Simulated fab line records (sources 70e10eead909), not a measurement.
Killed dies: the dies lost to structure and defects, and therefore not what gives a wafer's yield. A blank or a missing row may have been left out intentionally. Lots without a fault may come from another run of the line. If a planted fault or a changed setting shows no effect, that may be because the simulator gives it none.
Which of the tools did it? :: flow nandHarc :: 12 lots, 36 wafers sampled, at 5 steps of a route of 1302

## WHAT THE GAUGES SHOWED, per wafer
NHARC_END_SORT_01.
lot: L170
measured: day 24 14:41
on: prober-02
defectLimitedYield (%): 90.4 91.6 92.8
killedAtArray: 60 56 46
killedAtOther: 2 0 1
killedAtPeriphery: 3 1 2
killedDies: 65 57 49
killedOpen: 4 3 3
killedShort: 1 3 2
sort_bin_2_pct (%): 3.0 2.4 1.8
sort_bin_3_pct (%): 0.7 0.7 0.4
sort_bin_4_pct (%): 5.9 5.3 5.0
sortNPass: 612 620 628
sortRimYieldPct (%): 94 94 96
sortYieldPct (%): 90.4 91.6 92.8

lot: L172
measured: day 25 17:45
on: prober-01
defectLimitedYield (%): 88.2 91.3 87.9
killedAtArray: 77 49 78
killedAtOther: 0 1 0
killedAtPeriphery: 3 9 4
killedDies: 80 59 82
killedOpen: 4 7 1
killedShort: 3 2 5
sort_bin_2_pct (%): 4.6 3.2 4.9
sort_bin_3_pct (%): 1.8 0.7 0.7
sort_bin_4_pct (%): 5.5 4.7 6.5
sortNPass: 597 618 595
sortRimYieldPct (%): 90 78 93
sortYieldPct (%): 88.2 91.3 87.9

lot: L174
measured: day 25 17:49
on: prober-02
defectLimitedYield (%): 97.3 96.8 96.9
killedAtArray: 18 17 18
killedAtOther: 0 0 0
killedAtPeriphery: 0 5 3
killedDies: 18 22 21
killedOpen: 2 2 5
killedShort: 0 2 3
sort_bin_2_pct (%): 1.0 0.7 1.0
sort_bin_3_pct (%): 0.3 0.1 0.1
sort_bin_4_pct (%): 1.3 2.4 1.9
sortNPass: 659 655 656
sortRimYieldPct (%): 97 94 93
sortYieldPct (%): 97.3 96.8 96.9

lot: L176
measured: day 26 12:58
on: prober-01
defectLimitedYield (%): 91.3 91.6 90.8
killedAtArray: 59 53 58
killedAtOther: 0 1 1
killedAtPeriphery: 0 3 3
killedDies: 59 57 62
killedOpen: 2 3 4
killedShort: 0 2 2
sort_bin_2_pct (%): 2.5 4.0 2.4
sort_bin_3_pct (%): 0.7 0.4 0.6
sort_bin_4_pct (%): 5.5 4.0 6.2
sortNPass: 618 620 615
sortRimYieldPct (%): 91 81 92
sortYieldPct (%): 91.3 91.6 90.8

lot: L182
measured: day 28 21:28
on: prober-01
defectLimitedYield (%): 97.2 94.8 96.3
killedAtArray: 18 30 24
killedAtOther: 1 3 0
killedAtPeriphery: 0 2 1
killedDies: 19 35 25
killedOpen: 1 8 6
killedShort: 1 7 2
sort_bin_2_pct (%): 1.2 1.2 1.0
sort_bin_3_pct (%): 0 0.3 0.1
sort_bin_4_pct (%): 1.6 3.7 2.5
sortNPass: 658 642 652
sortRimYieldPct (%): 92 91 95
sortYieldPct (%): 97.2 94.8 96.3

lot: L181
measured: day 28 20:40
on: prober-02
defectLimitedYield (%): 93.5 92.9 93.2
killedAtArray: 39 45 41
killedAtOther: 2 0 2
killedAtPeriphery: 3 3 3
killedDies: 44 48 46
killedOpen: 1 4 5
killedShort: 2 0 0
sort_bin_2_pct (%): 2.1 3.0 2.2
sort_bin_3_pct (%): 0.3 0.6 0.3
sort_bin_4_pct (%): 4.1 3.5 4.3
sortNPass: 633 629 631
sortRimYieldPct (%): 82 86 94
sortYieldPct (%): 93.5 92.9 93.2

lot: L185
measured: day 30 08:06
on: prober-01
defectLimitedYield (%): 93.9 93.8 0
killedAtArray: 32 36 674
killedAtOther: 1 0 0
killedAtPeriphery: 8 6 3
killedDies: 41 42 677
killedOpen: 3 2 0
killedShort: 2 1 0
sort_bin_2_pct (%): 2.4 1.8 97.2
sort_bin_3_pct (%): 0.3 0.4 0.4
sort_bin_4_pct (%): 3.4 4.0 2.4
sortNPass: 636 635 0
sortRimYieldPct (%): 89 88 0
sortYieldPct (%): 93.9 93.8 0

lot: L186
measured: day 31 01:42
on: prober-01
defectLimitedYield (%): 88.9 88.2 0
killedAtArray: 66 70 673
killedAtOther: 1 0 0
killedAtPeriphery: 8 10 4
killedDies: 75 80 677
killedOpen: 0 2 5
killedShort: 2 4 2
sort_bin_2_pct (%): 4.1 3.5 91.6
sort_bin_3_pct (%): 1.3 1.3 1.5
sort_bin_4_pct (%): 5.6 6.9 6.9
sortNPass: 602 597 0
sortRimYieldPct (%): 91 88 0
sortYieldPct (%): 88.9 88.2 0

## WHICH TOOL RAN EACH LOT (tool, then ch and the chambers of the sampled wafers, then the start)
lot: L170
NHARC_A_M1_PVD_21: pvdSputter-01, day 23 04:51
NHARC_A_BONDPAD_ETCH_24: rieDiel-03 ch 1,3, day 23 09:07 or earlier
NHARC_A_BONDPAD_DEGAS_25: pvdSputter-02, day 23 09:07
NHARC_THIN_TSV_STRIP_56: plasmaAsher-02 ch 0,1, day 24 05:35

lot: L175
NHARC_A_M1_PVD_21: pvdSputter-02, day 23 22:18
NHARC_A_BONDPAD_ETCH_24: rieDiel-03 ch 1,2,3, day 24 02:35 or earlier
NHARC_A_BONDPAD_DEGAS_25: pvdSputter-02, day 24 02:35
NHARC_THIN_TSV_STRIP_56: plasmaAsher-01 ch 0,1, day 24 23:20

lot: L173
NHARC_A_M1_PVD_21: pvdSputter-01, day 24 01:01
NHARC_A_BONDPAD_ETCH_24: rieDiel-03 ch 0,1, day 24 05:17 or earlier
NHARC_A_BONDPAD_DEGAS_25: pvdSputter-01, day 24 05:17
NHARC_THIN_TSV_STRIP_56: plasmaAsher-02 ch 0,1, day 25 01:05

lot: L172
NHARC_A_M1_PVD_21: pvdSputter-02, day 24 06:06
NHARC_A_BONDPAD_ETCH_24: rieDiel-07 ch 1,2,3, day 24 10:39 or earlier
NHARC_A_BONDPAD_DEGAS_25: pvdSputter-01, day 24 10:39
NHARC_THIN_TSV_STRIP_56: plasmaAsher-02 ch 0,1, day 25 10:34

lot: L174
NHARC_A_M1_PVD_21: pvdSputter-03, day 24 06:33
NHARC_A_BONDPAD_ETCH_24: rieDiel-03 ch 1,2,3, day 24 10:59 or earlier
NHARC_A_BONDPAD_DEGAS_25: pvdSputter-02, day 24 10:59
NHARC_THIN_TSV_STRIP_56: plasmaAsher-01 ch 0,1, day 25 09:19

lot: L176
NHARC_A_M1_PVD_21: pvdSputter-03, day 24 20:58
NHARC_A_BONDPAD_ETCH_24: rieDiel-01 ch 2,3, day 25 01:15 or earlier
NHARC_A_BONDPAD_DEGAS_25: pvdSputter-02, day 25 01:15
NHARC_THIN_TSV_STRIP_56: plasmaAsher-01 ch 0,1, day 26 01:17

lot: L179
NHARC_A_M1_PVD_21: pvdSputter-01, day 26 19:14
NHARC_A_BONDPAD_ETCH_24: rieDiel-07 ch 0,2,3, day 26 23:40 or earlier
NHARC_A_BONDPAD_DEGAS_25: pvdSputter-02, day 26 23:40
NHARC_THIN_TSV_STRIP_56: plasmaAsher-01 ch 0,1, day 27 19:43

lot: L182
NHARC_A_M1_PVD_21: pvdSputter-01, day 27 07:42
NHARC_A_BONDPAD_ETCH_24: rieDiel-07 ch 0,2, day 27 12:29 or earlier
NHARC_A_BONDPAD_DEGAS_25: pvdSputter-01, day 27 12:29
NHARC_THIN_TSV_STRIP_56: plasmaAsher-01 ch 0,1, day 28 10:11

lot: L181
NHARC_A_M1_PVD_21: pvdSputter-01, day 27 09:17
NHARC_A_BONDPAD_ETCH_24: rieDiel-01 ch 0,1,2, day 27 13:51 or earlier
NHARC_A_BONDPAD_DEGAS_25: pvdSputter-03, day 27 13:51
NHARC_THIN_TSV_STRIP_56: plasmaAsher-01 ch 0, day 28 08:51

lot: L183
NHARC_A_M1_PVD_21: pvdSputter-01, day 28 08:39
NHARC_A_BONDPAD_ETCH_24: rieDiel-03 ch 0,1,3, day 28 13:12 or earlier
NHARC_A_BONDPAD_DEGAS_25: pvdSputter-03, day 28 13:12
NHARC_THIN_TSV_STRIP_56: plasmaAsher-02 ch 0,1, day 29 12:59

lot: L185
NHARC_A_M1_PVD_21: pvdSputter-01, day 28 21:22
NHARC_A_BONDPAD_ETCH_24: rieDiel-03 ch 1,3, day 29 02:09 or earlier
NHARC_A_BONDPAD_DEGAS_25: pvdSputter-03, day 29 02:09
NHARC_THIN_TSV_STRIP_56: plasmaAsher-02 ch 0,1, day 30 01:01

lot: L186
NHARC_A_M1_PVD_21: pvdSputter-01, day 29 16:14
NHARC_A_BONDPAD_ETCH_24: rieDiel-03 ch 0,2, day 29 21:04 or earlier
NHARC_A_BONDPAD_DEGAS_25: pvdSputter-03, day 29 21:04
NHARC_THIN_TSV_STRIP_56: plasmaAsher-01 ch 0,1, day 30 17:23
- NHARC_A_M1_PVD_21: deposits Cu, target thk 30 nm, time 20.49 s.
- NHARC_A_BONDPAD_ETCH_24: etches the open film in CF4/N2, target depth 30 nm, time 72.99 s.
- NHARC_A_BONDPAD_DEGAS_25: time 60 s.
- NHARC_THIN_TSV_STRIP_56: strips in O2.

## AS READ BY THE TOOLS THEMSELVES (means over the sampled wafers that have a number; for cases with no such wafer, the mark the record gives instead)
NHARC_A_M1_PVD_21.
lot: L170
tool: pvdSputter-01
throttleValvePct (%): 29.8

lot: L175
tool: pvdSputter-02
throttleValvePct (%): 29.4

lot: L173
tool: pvdSputter-01
throttleValvePct (%): 29.9

lot: L172
tool: pvdSputter-02
throttleValvePct (%): 30.0

lot: L174
tool: pvdSputter-03
throttleValvePct (%): 31.2

lot: L176
tool: pvdSputter-03
throttleValvePct (%): 31.4

lot: L179
tool: pvdSputter-01
throttleValvePct (%): 29.6

lot: L182
tool: pvdSputter-01
throttleValvePct (%): 29.7

lot: L181
tool: pvdSputter-01
throttleValvePct (%): 30.0

lot: L183
tool: pvdSputter-01
throttleValvePct (%): 29.8

lot: L185
tool: pvdSputter-01
throttleValvePct (%): 29.5

lot: L186
tool: pvdSputter-01
throttleValvePct (%): 29.5

NHARC_A_BONDPAD_ETCH_24.
lot: L170
tool: rieDiel-03
drypumpMotorCurrentA (A): 5.2
oesProductAu (a.u.): 1.000
rfVppV (V): 314.7
showerheadPlenumPTorr (Torr): 2.68
throttleValvePct (%): 19.799

lot: L175
tool: rieDiel-03
drypumpMotorCurrentA (A): 5.2
oesProductAu (a.u.): 0.985
rfVppV (V): 314.0
showerheadPlenumPTorr (Torr): 2.62
throttleValvePct (%): 19.792

lot: L173
tool: rieDiel-03
drypumpMotorCurrentA (A): 5.9
oesProductAu (a.u.): 0.991
rfVppV (V): 314.2
showerheadPlenumPTorr (Torr): 2.61
throttleValvePct (%): 19.793

lot: L172
tool: rieDiel-07
drypumpMotorCurrentA (A): 5.9
oesProductAu (a.u.): 1.002
rfVppV (V): 313.6
showerheadPlenumPTorr (Torr): 2.55
throttleValvePct (%): 19.806

lot: L174
tool: rieDiel-03
drypumpMotorCurrentA (A): 5.2
oesProductAu (a.u.): 0.999
rfVppV (V): 313.7
showerheadPlenumPTorr (Torr): 2.62
throttleValvePct (%): 19.799

lot: L176
tool: rieDiel-01
drypumpMotorCurrentA (A): 5.7
oesProductAu (a.u.): 1.005
rfVppV (V): 315.2
showerheadPlenumPTorr (Torr): 2.64
throttleValvePct (%): 19.798

lot: L179
tool: rieDiel-07
drypumpMotorCurrentA (A): 6.2
oesProductAu (a.u.): 1.002
rfVppV (V): 313.1
showerheadPlenumPTorr (Torr): 2.60
throttleValvePct (%): 19.789

lot: L182
tool: rieDiel-07
drypumpMotorCurrentA (A): 6.3
oesProductAu (a.u.): 0.997
rfVppV (V): 314.7
showerheadPlenumPTorr (Torr): 2.68
throttleValvePct (%): 19.797

lot: L181
tool: rieDiel-01
drypumpMotorCurrentA (A): 5.9
oesProductAu (a.u.): 1.007
rfVppV (V): 314.9
showerheadPlenumPTorr (Torr): 2.66
throttleValvePct (%): 19.803

lot: L183
tool: rieDiel-03
drypumpMotorCurrentA (A): 5.6
oesProductAu (a.u.): 0.989
rfVppV (V): 313.5
showerheadPlenumPTorr (Torr): 2.64
throttleValvePct (%): 19.789

lot: L185
tool: rieDiel-03
drypumpMotorCurrentA (A): 5.3
oesProductAu (a.u.): 0.988
rfVppV (V): 314.6
showerheadPlenumPTorr (Torr): 2.67
throttleValvePct (%): 19.792

lot: L186
tool: rieDiel-03
drypumpMotorCurrentA (A): 5.5
oesProductAu (a.u.): 0.990
rfVppV (V): 313.1
showerheadPlenumPTorr (Torr): 2.55
throttleValvePct (%): 19.790

NHARC_A_BONDPAD_DEGAS_25.
lot: L170
tool: pvdSputter-02
heaterPowerW (W): 494

lot: L175
tool: pvdSputter-02
heaterPowerW (W): 443

lot: L173
tool: pvdSputter-01
heaterPowerW (W): 459

lot: L172
tool: pvdSputter-01
heaterPowerW (W): 442

lot: L174
tool: pvdSputter-02
heaterPowerW (W): 484

lot: L176
tool: pvdSputter-02
heaterPowerW (W): 416

lot: L179
tool: pvdSputter-02
heaterPowerW (W): 454

lot: L182
tool: pvdSputter-01
heaterPowerW (W): 477

lot: L181
tool: pvdSputter-03
heaterPowerW (W): 441

lot: L183
tool: pvdSputter-03
heaterPowerW (W): 468

lot: L185
tool: pvdSputter-03
heaterPowerW (W): 418

lot: L186
tool: pvdSputter-03
heaterPowerW (W): 422

NHARC_THIN_TSV_STRIP_56.
lot: L170
tool: plasmaAsher-02
drypumpMotorCurrentA (A): 5.1
heaterPowerW (W): 305

lot: L175
tool: plasmaAsher-01
drypumpMotorCurrentA (A): 5.5
heaterPowerW (W): 306

lot: L173
tool: plasmaAsher-02
drypumpMotorCurrentA (A): 5.2
heaterPowerW (W): 306

lot: L172
tool: plasmaAsher-02
drypumpMotorCurrentA (A): 5.1
heaterPowerW (W): 306

lot: L174
tool: plasmaAsher-01
drypumpMotorCurrentA (A): 5.6
heaterPowerW (W): 324

lot: L176
tool: plasmaAsher-01
drypumpMotorCurrentA (A): 5.5
heaterPowerW (W): 314

lot: L179
tool: plasmaAsher-01
drypumpMotorCurrentA (A): 5.5
heaterPowerW (W): 310

lot: L182
tool: plasmaAsher-01
drypumpMotorCurrentA (A): 5.6
heaterPowerW (W): 326

lot: L181
tool: plasmaAsher-01
drypumpMotorCurrentA (A): 5.4
heaterPowerW (W): 296

lot: L183
tool: plasmaAsher-02
drypumpMotorCurrentA (A): 5.2
heaterPowerW (W): 312

lot: L185
tool: plasmaAsher-02
drypumpMotorCurrentA (A): 5.2
heaterPowerW (W): 305

lot: L186
tool: plasmaAsher-01
drypumpMotorCurrentA (A): 5.6
heaterPowerW (W): 306

## THE ANSWER, worked out from the rows above alone
Rule: the usual values come from the lots themselves. Put in order of their means at a reading, lots are off if they are a third of the lots or fewer, leave a main group of 4 or more, and stand apart from it by a gap of 3 or more times the standard deviation of the main group's means; of several such gaps the widest counts. A main group whose means are all the same, to the digits that the tables above print for the reading, isn't used. Also off: a lot with no number at a reading for which 4 or more lots have one. Any other lot the step has rows for is counted as sound. Order of review: gauges by route order, followed by the tools' own readings, for which a lot's mean as printed above is used. The first step at which some lot is off is used, and at that step the reading that is off furthest; a lot without a number counts as furthest.
Off: L185, L186 (NHARC_END_SORT_01, sort_bin_2_pct). For the main group the mean is 2.3 % and the standard deviation 1.1. Neither off nor sound, because the step has no rows for them: L175, L173, L179, L183.
A tool fits if, at a process step before that reading, it ran every lot that is off, and no sound lot after the first of them. Those tools and the gauges at NHARC_END_SORT_01 are tried in the same way. NHARC_A_BONDPAD_ETCH_24: start missing for some lots; hours and lot order therefore follow NHARC_A_BONDPAD_DEGAS_25. Can't be told from this: 4 tools fit, pvdSputter-01 at NHARC_A_M1_PVD_21, rieDiel-03 at NHARC_A_BONDPAD_ETCH_24, pvdSputter-03 at NHARC_A_BONDPAD_DEGAS_25, prober-01 at NHARC_END_SORT_01.

## WHAT THE SIMULATOR PUT IN
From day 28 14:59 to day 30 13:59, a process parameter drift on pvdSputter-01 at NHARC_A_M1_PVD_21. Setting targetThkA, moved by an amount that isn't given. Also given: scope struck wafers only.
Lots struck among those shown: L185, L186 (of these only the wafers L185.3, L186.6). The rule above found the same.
